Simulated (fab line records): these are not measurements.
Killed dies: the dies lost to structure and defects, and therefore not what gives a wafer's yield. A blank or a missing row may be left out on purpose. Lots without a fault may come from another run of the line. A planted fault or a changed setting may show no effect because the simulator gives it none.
fab line records | flow nand-harc
[record] lots = 6 wafers = 18 last-day = 24
route steps=1159 shown A_BLC@990 A_M0@994
lots that met no fault: from a run of the same line without faults
start-h: hours from the record's opening day to when the first of the lot's shown wafers began | wait-h: hours since the lot's step before | " same as the row above | L1.1+2: one row covering several wafers at once | - no value present, or no start provided | * or withheld: withheld | < > ~ a bound
route shown NAME@n: NAME is a module with steps in the file, n the number in the route of the first one | usual: mean and standard deviation over wafers with no fault | same: alike in all rows | chamber/n: place in a boat | sites: readings site by site | _std_site: standard deviation across them | _edge_site: outer sites' mean less inner sites' | radius-mm: for every site, how far away it sits from the centre of the wafer | mask NAME#n: copy n | behind: the most recent tool/chamber to have shaped the wafer | hold: reason for holding the lot/hours on hold/outcome of the hold | device: whichever transistor did not switch (one of n, p or np) | end of line: the route-end tests of the same wafers | a step without rows: its recipe alone | killed: dies that structure and defects cost at the first sort, which is not the same as the wafer's yield | map: per-die view of a wafer (x killed, . not killed, _ where there is no die)
set.NAME: the setting that was run; set.NAME@STEP: the one run at that earlier step | model.NAME: the simulator's own value behind a step, which no gauge read
lots at selected steps of the route; one table per step, one row per wafer
services: a tool's chamber out of use, with start hour (start-h, from the record's first day; less than 0 if before it), hours out, and reason
[[steps]]
[step NHARC_A_BLC_CMP_25]
[recipe] t-overpolish-s = 30 target-thk-nm = 150
[usual] motor-current-A = 12.5/1.7 overpolish-run-s = 30.001/0.0087 time-to-endpoint-s = 29.6/2.6
[same] t-overpolish-s = 30
// columns lot.wafer tool chamber start-h wait-h motor-current-A overpolish-run-s time-to-endpoint-s
L194.3 cmp-03 3 407.74 0.3 12.1 30.004 27.4
L194.4 " 2 " " 12.8 29.992 23.9
L194.5 " 3 " " 12.2 29.992 29.4
L201.1 cmp-04 3 465.12 0.4 11.6 29.990 28.7
L201.3 " 1 " " 11.1 29.998 31.1
L201.5 " 0 " " 10.2 29.993 32.3
L206.3 cmp-01 0 497.92 0.3 10.9 30.007 29.1
L206.2 " 1 " " 12.2 29.996 30.7
L206.4 " 2 " " 12.2 30.003 30.9
L204.1 cmp-03 0 498.35 0.4 14.9 29.991 32.9
L204.2 " 1 " " 11.9 30.020 33.2
L204.6 " 3 " " 13.1 29.996 33.0
L209.3 cmp-03 1 508.18 0.4 13.1 29.997 28.2
L209.6 " 3 " " 12.2 30.002 30.4
L209.5 " 0 " " 14.1 29.984 31.5
L213.4 cmp-03 3 524.89 0.2 12.7 30.009 32.5
L213.1 " 0 " " 14.0 30.009 32.9
L213.2 " 1 " " 12.7 29.990 31.1
[step NHARC_A_BLC_SRD_27]
[step NHARC_A_BLC_INSPECT_28]
[usual] raw-defect-count = 402/120
// columns lot.wafer tool chamber start-h wait-h raw-defect-count
L194.3 defect-inspect-02 - 408.15 0.1 273
L194.4 " - " " 387
L194.5 " - " " 247
L201.1 defect-inspect-01 - 465.52 0.1 358
L201.3 " - " " 250
L201.5 " - " " 253
L206.2 defect-inspect-02 - 498.30 0.1 387
L206.3 " - " " 219
L206.4 " - " " 366
L204.1 defect-inspect-01 - 498.73 0.1 444
L204.2 " - " " 444
L204.6 " - " " 340
L209.3 defect-inspect-02 - 508.55 0.1 514
L209.5 " - " " 475
L209.6 " - " " 919
L213.1 defect-inspect-02 - 525.30 0.1 443
L213.2 " - " " 333
L213.4 " - " " 332
[step NHARC_A_M0_DEP_00]
[recipe] target-thk-a = 1500 target-thk-nm = 150 temp-c = withheld pressure-torr = 5 flow-sccm = 200 rf-w = 600 material = SiOC
[step NHARC_A_M0_DEHYDRATE_01]
[recipe] temp-c = 150 time-s = 120
[step NHARC_A_M0_HMDS_02]
[recipe] time-s = 30
[step NHARC_A_M0_COAT_33]
[recipe] temp-c = 200 time-s = 65
[step NHARC_A_M0_COAT_03]
[recipe] spin-rpm = 1500 resist-thk-nm = 90
[step NHARC_A_M0_SOFTBAKE_04]
[recipe] temp-c = 105 time-s = 55
[step NHARC_A_M0_EBR_05]
[step NHARC_A_M0_EXPOSE_06]
[recipe] na = 1.35 target-cd-nm = 80 dose-mj = 83.25 mask-id = A_M0
[step NHARC_A_M0_PEB_07]
[recipe] peb-temp-c = 100 peb-time-s = 65
[usual] chill-plate-temp-C = 22.98/0.1 heater-power-total-W = 156.6/0.41 plate-temp-C = 99.99/0.12
// columns lot.wafer tool chamber start-h wait-h chill-plate-temp-C heater-power-total-W plate-temp-C
L194.3 litho-track-01 0 408.87 0.1 23.04 156.4 99.75
L194.4 " 0 " " 23.07 156.3 99.98
L194.5 " 0 " " 22.89 156.4 100.07
L201.1 litho-track-06 0 466.48 0.1 23.03 156.5 100.02
L201.3 " 0 " " 22.91 156.5 100.14
L201.5 " 0 " " 23.02 156.6 100.31
L206.2 litho-track-01 0 499.18 0.1 22.85 157.1 99.96
L206.3 " 0 " " 22.84 156.8 100.11
L206.4 " 0 " " 22.81 156.3 99.89
L204.1 litho-track-06 0 499.63 0.1 23.22 150.8 97.14
L204.2 " 0 " " 23.25 150.7 97.17
L204.6 " 0 " " 23.12 150.4 97.04
L209.3 litho-track-06 0 509.38 0.1 22.95 150.0 97.27
L209.5 " 0 " " 22.87 150.0 97.07
L209.6 " 0 " " 22.92 150.9 97.00
L213.1 litho-track-01 0 526.13 0.1 23.01 156.2 99.99
L213.2 " 0 " " 22.84 156.9 99.97
L213.4 " 0 " " 22.96 156.7 100.13
[step NHARC_A_M0_DEVELOP_08]
[recipe] develop-time-s = 35 dev-temp-c = 23
[step NHARC_A_M0_CD_MEAS_09]
[recipe] target-cd-nm = 80 landing-energy-ev = 500
[usual] cd-nm = 79.8/0.48
// columns lot.wafer tool chamber start-h wait-h cd-nm
L194.3 cd-sem-03 0 408.95 - 79.1
L194.4 " 0 " " 79.3
L194.5 " 0 " " 80.3
L201.1 cd-sem-01 0 466.56 - 80.0
L201.3 " 0 " " 80.4
L201.5 " 0 " " 80.4
L206.2 cd-sem-02 0 499.26 - 80.1
L206.3 " 0 " " 79.8
L206.4 " 0 " " 80.3
L204.1 cd-sem-02 0 499.71 - 68.2
L204.2 " 0 " " 67.6
L204.6 " 0 " " 66.8
L209.3 cd-sem-01 0 509.46 - 67.8
L209.5 " 0 " " 68.1
L209.6 " 0 " " 68.1
L213.1 cd-sem-03 0 526.21 - 78.9
L213.2 " 0 " " 79.5
L213.4 " 0 " " 79.9
[step NHARC_A_M0_OVL_MEAS_10]
[recipe] pitch-nm = 160
[usual] overlay-x-nm = -0.2/0.81 overlay-y-nm = 0.2/1
// columns lot.wafer tool chamber start-h wait-h overlay-x-nm overlay-y-nm
L194.3 overlay-02 - 409.03 - -1.2 0.1
L194.4 " - " " -1.2 -0.2
L194.5 " - " " -1.1 -0.1
L201.1 overlay-02 - 466.65 - -1.0 0.0
L201.3 " - " " -1.7 -0.5
L201.5 " - " " -1.4 -0.4
L206.2 overlay-01 - 499.35 - 1.2 -0.7
L206.3 " - " " 1.8 -1.0
L206.4 " - " " 1.0 -0.1
L204.1 overlay-01 - 499.80 - 1.7 -1.5
L204.2 " - " " 1.2 -0.7
L204.6 " - " " 1.1 -1.0
L209.3 overlay-02 - 509.54 - 1.2 -0.5
L209.5 " - " " 1.2 -0.7
L209.6 " - " " 1.1 -0.4
L213.1 overlay-02 - 526.30 - -0.1 1.2
L213.2 " - " " 0.3 1.4
L213.4 " - " " -0.1 1.1
[step NHARC_A_M0_INSPECT_11]
[usual] raw-defect-count = 33/14
// columns lot.wafer tool chamber start-h wait-h raw-defect-count
L194.3 defect-inspect-02 - 409.07 0.0 43
L194.4 " - " " 39
L194.5 " - " " 39
L201.1 defect-inspect-02 - 466.69 0.0 37
L201.3 " - " " 41
L201.5 " - " " 47
L206.2 defect-inspect-02 - 499.39 0.0 39
L206.3 " - " " 37
L206.4 " - " " 36
L204.1 defect-inspect-02 - 499.83 0.0 34
L204.2 " - " " 44
L204.6 " - " " 32
L209.3 defect-inspect-01 - 509.58 0.0 15
L209.5 " - " " 10
L209.6 " - " " 13
L213.1 defect-inspect-02 - 526.34 0.0 21
L213.2 " - " " 17
L213.4 " - " " 15
[step NHARC_A_M0_DESCUM_14]
[recipe] time-s = 3 o2-flow-sccm = 200 ar-flow-sccm = 0 bias-power-w = 0 chemistry = O2
[usual] drypump-motor-current-A = 5.6/0.59 oes-product-au = 0.995/0.0075 rf-vpp-V = 57.5/0.89 showerhead-plenum-p-Torr = 1.87/0.08 throttle-valve-pct = 11.312/0.01
[same] bias-power-w = 0
// columns lot.wafer tool chamber start-h wait-h drypump-motor-current-A oes-product-au rf-hours-counter-h rf-vpp-V showerhead-plenum-p-Torr throttle-valve-pct model.A_M0.cd-nm
L194.4 rie-diel-04 3 409.13 0.1 6.5 0.999 6 57.4 1.84 11.328 79.57
L194.3 " 2 " " 6.4 0.992 7 56.9 1.88 11.316 79.39
L194.5 " 3 " " 6.5 0.995 - 56.8 1.84 11.307 79.61
L201.3 rie-diel-07 0 466.75 0.1 6.0 1.000 4 58.4 1.83 11.322 81.07
L201.1 " 1 " " 5.2 1.005 3 57.4 1.84 11.325 80.01
L201.5 " 1 " " 5.2 1.005 - 57.6 1.84 11.295 80.74
L206.3 rie-diel-11 2 499.45 0.1 6.2 0.988 10 57.0 1.79 11.304 79.6
L206.2 " 0 " " 6.0 0.989 9 58.4 1.91 11.312 80.06
L206.4 " 2 " " 6.2 0.985 - 57.3 1.79 11.311 79.79
L204.1 rie-diel-07 1 499.90 0.1 5.2 0.995 6 57.6 1.84 11.309 67.21
L204.2 " 2 " " 5.5 0.994 6 57.6 1.87 11.319 66.92
L204.6 " 1 " " 5.2 0.998 - 57.8 1.84 11.306 66.21
L209.3 rie-diel-11 0 509.66 0.1 6.0 0.983 10 57.0 1.91 11.301 67.65
L209.6 " 2 " " 6.2 0.992 - 56.6 1.79 11.330 68.03
L209.5 " 3 " " 4.8 0.997 - 57.5 1.79 11.294 67.55
L213.1 rie-diel-04 2 526.40 0.1 6.4 0.994 4 58.8 1.88 11.313 79.02
L213.2 " 3 " " 6.4 1.007 5 56.9 1.83 11.321 79.7
L213.4 " 3 " " 6.5 1.002 - 56.9 1.83 11.310 80.31
[step NHARC_A_M0_ETCH_34]
[recipe] target-depth-a = 400 overetch-a = 120 time-s = 43.94 ion-energy-ev = 200 n2-flow-sccm = 150 h2-flow-sccm = 150 ar-flow-sccm = 0 rf-w = 400 bias-w = 150 chemistry = N2/H2
[usual] drypump-motor-current-A = 5.6/0.57 oes-product-au = 0.996/0.0065 rf-vpp-V = 429.3/2.7 showerhead-plenum-p-Torr = 2.00/0.093 throttle-valve-pct = 14.171/0.0082
// columns lot.wafer tool chamber start-h wait-h drypump-motor-current-A oes-product-au rf-hours-counter-h rf-vpp-V showerhead-plenum-p-Torr throttle-valve-pct
L194.3 rie-diel-04 1 409.23 0.1 5.3 1.004 7 434.0 2.14 14.170
L194.4 " 2 " " 6.4 1.008 7 429.4 2.01 14.162
L194.5 " 0 " " 5.7 1.005 - 433.8 2.20 14.177
L201.3 rie-diel-07 2 466.96 0.2 5.5 1.001 4 428.9 1.99 14.165
L201.1 " 3 " " 5.1 0.987 4 434.4 2.17 14.189
L201.5 " 3 " " 5.1 0.995 - 434.7 2.17 14.175
L206.3 rie-diel-11 2 499.56 0.1 6.2 0.998 10 426.7 1.90 14.162
L206.2 " 3 " " 4.8 1.005 10 426.8 1.91 14.148
L206.4 " 2 " " 6.2 0.992 - 426.1 1.90 14.171
L204.2 rie-diel-07 1 499.98 0.1 5.2 0.990 6 428.2 1.96 14.172
L204.1 " 3 " " 5.2 0.995 6 434.0 2.17 14.164
L204.6 " 0 " " 5.9 0.992 - 426.4 1.95 14.163
L209.3 rie-diel-11 3 509.73 0.1 4.8 0.998 10 425.7 1.91 14.167
L209.6 " 3 " " 4.8 0.994 - 426.7 1.91 14.181
L209.5 " 0 " " 6.1 0.982 - 430.5 2.03 14.173
L213.2 rie-diel-04 2 526.54 0.1 6.4 0.994 4 430.2 2.00 14.185
L213.1 " 3 " " 6.5 0.994 5 428.7 1.95 14.174
L213.4 " 3 " " 6.4 1.004 - 428.5 1.95 14.195
[step NHARC_A_M0_ETCH_15]
[recipe] target-depth-a = 1500 overetch-a = 150 time-s = 82.5 c4f8-flow-sccm = withheld ar-flow-sccm = 400 rf-w = 600 bias-w = 300 chemistry = C4F8/Ar
[usual] oes-product-au = 0.940/0.022 rf-vpp-V = 439.7/2.7
// columns lot.wafer tool chamber start-h wait-h oes-product-au rf-hours-counter-h rf-vpp-V model.A_M0.cd-nm
L194.3 rie-diel-04 1 - - 0.911 7 444.4 78.77
L194.4 " 2 " " 0.914 7 439.4 79.42
L194.5 " 0 " " 0.918 - 447.3 79.18
L201.1 rie-diel-07 3 - - 0.945 4 444.0 79.96
L201.3 " 1 " " 0.947 3 438.9 80.9
L201.5 " 0 " " 0.930 - 438.5 80.61
L206.3 rie-diel-11 0 - - 0.914 9 441.8 79.62
L206.2 " 3 " " 0.919 10 435.6 79.8
L206.4 " 3 " " 0.921 - 436.9 79.63
L204.2 rie-diel-07 2 - - 0.920 6 440.3 66.55
L204.1 " 3 " " 0.928 6 444.5 66.99
L204.6 " 1 " " 0.921 - 437.9 65.84
L209.3 rie-diel-11 0 - - 0.953 10 441.5 67.42
L209.6 " 2 " " 0.955 - 436.1 67.8
L209.5 " 3 " " 0.954 - 436.8 67.09
L213.2 rie-diel-04 2 526.66 0.1 0.928 4 441.6 79.94
L213.1 " 3 " " 0.927 5 438.2 79.05
L213.4 " 2 " " 0.933 - 440.2 80.47
[step NHARC_A_M0_CD_MEAS_16]
[usual] cd-nm = 79.6/0.63
// columns lot.wafer tool chamber start-h wait-h cd-nm
L194.3 cd-sem-02 - 409.43 - 78.6
L194.4 " - " " 79.6
L194.5 " - " " 79.0
L201.1 cd-sem-03 - 467.17 - 80.1
L201.3 " - " " 80.8
L201.5 " - " " 80.6
L206.2 cd-sem-03 - 499.79 - 80.1
L206.3 " - " " 79.3
L206.4 " - " " 79.5
L204.1 cd-sem-03 - 500.19 - 67.1
L204.2 " - " " 66.5
L204.6 " - " " 65.8
L209.3 cd-sem-03 - 509.94 - 67.1
L209.5 " - " " 66.6
L209.6 " - " " 67.6
L213.1 cd-sem-01 - 526.83 0.1 78.9
L213.2 " - " " 79.9
L213.4 " - " " 80.6
[step NHARC_A_M0_STRIP_18]
[recipe] power-w = 1000 n2-flow-sccm = 150 h2-flow-sccm = 150 ar-flow-sccm = 0 bias-w = 0 chemistry = N2/H2
[usual] drypump-motor-current-A = 5.7/0.59 oes-product-au = 0.997/0.0071 rf-vpp-V = 90.5/0.96 showerhead-plenum-p-Torr = 2.01/0.094 throttle-valve-pct = 14.171/0.0081
// columns lot.wafer tool chamber start-h wait-h drypump-motor-current-A oes-product-au rf-hours-counter-h rf-vpp-V showerhead-plenum-p-Torr throttle-valve-pct
L194.4 rie-diel-11 1 409.52 0.1 4.7 0.992 1.8 89.2 1.95 14.163
L194.3 " 0 " " 6.1 0.996 2.8 91.9 2.04 14.174
L194.5 " 2 " " 6.2 1.002 - 90.8 1.90 14.163
L201.3 rie-diel-11 3 467.25 0.1 4.8 1.002 7.4 89.7 1.91 14.178
L201.1 " 2 " " 6.2 0.997 7.5 90.3 1.90 14.161
L201.5 " 3 " " 4.9 0.995 - 89.7 1.91 14.170
L206.2 rie-diel-04 3 499.86 0.1 6.5 1.009 1.9 89.2 1.95 14.166
L206.3 " 1 " " 5.3 0.994 1.6 90.9 2.14 14.171
L206.4 " 2 " " 6.4 0.994 1.7 90.4 2.00 14.172
L204.2 rie-diel-11 0 500.26 0.1 6.0 0.978 8.9 90.9 2.03 14.172
L204.1 " 1 " " 4.7 0.995 9.1 91.0 1.94 14.181
L204.6 " 1 " " 4.7 0.986 - 89.5 1.94 14.183
L209.3 rie-diel-07 3 510.09 0.1 5.1 1.001 5.8 92.2 2.17 14.185
L209.5 " 0 " " 6.0 1.009 - 89.8 1.95 14.174
L209.6 " 1 " " 5.2 1.011 - 90.5 1.96 14.167
L213.2 rie-diel-04 2 526.90 0.1 6.4 1.001 4.3 91.0 2.00 14.162
L213.1 " 3 " " 6.5 1.003 4.7 90.2 1.95 14.180
L213.4 " 3 " " 6.5 0.995 - 91.3 1.95 14.167
[[services]]
// columns tool chamber start-h hours kind
rie-diel-04 0 389.82 3.0 repair
rie-diel-11 2 393.55 4.1 repair
rie-diel-11 1 396.35 8.9 repair
cmp-04 - 399.13 4.0 pm
rie-diel-11 0 400.00 - clean
rie-diel-11 2 400.00 - clean
rie-diel-07 - 405.58 9.0 pm
cmp-01 - 435.85 3.8 repair
rie-diel-04 1 437.70 15.6 repair
litho-track-01 - 443.00 7.0 pm
cmp-04 - 446.39 1.4 repair
rie-diel-07 1 448.00 10.0 repair
cmp-03 - 450.10 4.0 pm
rie-diel-04 - 465.90 9.0 pm
litho-track-06 - 467.00 7.0 pm
rie-diel-11 0 468.15 14.7 repair
cmp-01 - 473.78 4.0 pm
rie-diel-11 2 486.28 1.2 repair
cmp-04 - 488.82 4.6 repair
rie-diel-11 1 497.02 2.7 repair
cmp-04 - 497.25 4.0 pm
cmp-01 - 512.70 4.6 repair
rie-diel-04 1 514.64 13.2 repair
rie-diel-04 0 519.76 8.3 repair
[[key]]
[first-sign] step = NHARC_A_M0_PEB_07 reading = plate-temp-C direction = down sigmas = 25 usual = * struck = *
[effect] step = NHARC_A_M0_PEB_07 reading = heater-power-total-W direction = down sigmas = 15 usual = * struck = *
[effect] step = NHARC_A_M0_CD_MEAS_09 reading = cd-nm direction = down sigmas = 25 usual = 79.8 struck = 67.8
[effect] step = NHARC_A_M0_CD_MEAS_16 reading = cd-nm direction = down sigmas = 20 usual = 79.6 struck = 66.8
[model-effect] step = NHARC_A_M0_DESCUM_14 value = A_M0.cd-nm without = 79.04 struck = 67.26
[model-effect] step = NHARC_A_M0_ETCH_15 value = A_M0.cd-nm without = 78.73 struck = 66.95
met-at NHARC_A_M0_PEB_07
struck-wafers L204.1,L204.2,L204.6,L209.3,L209.5,L209.6
sort-left-out L204.1,L204.2,L204.6,L209.3,L209.5,L209.6
onset-between 466.48 499.63
[fault] kind = process-parameter-drift tool = litho-track-06 chamber = - onset-h = 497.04 steps = NHARC_A_M0_PEB_07 channel = peb-temp-c offset = * shape = step end-h = 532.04 acts-in = * stated = *
// sort-left-out: the simulated sort isn't trusted on such a fault, so these wafers' sort isn't shown, and their yield isn't known
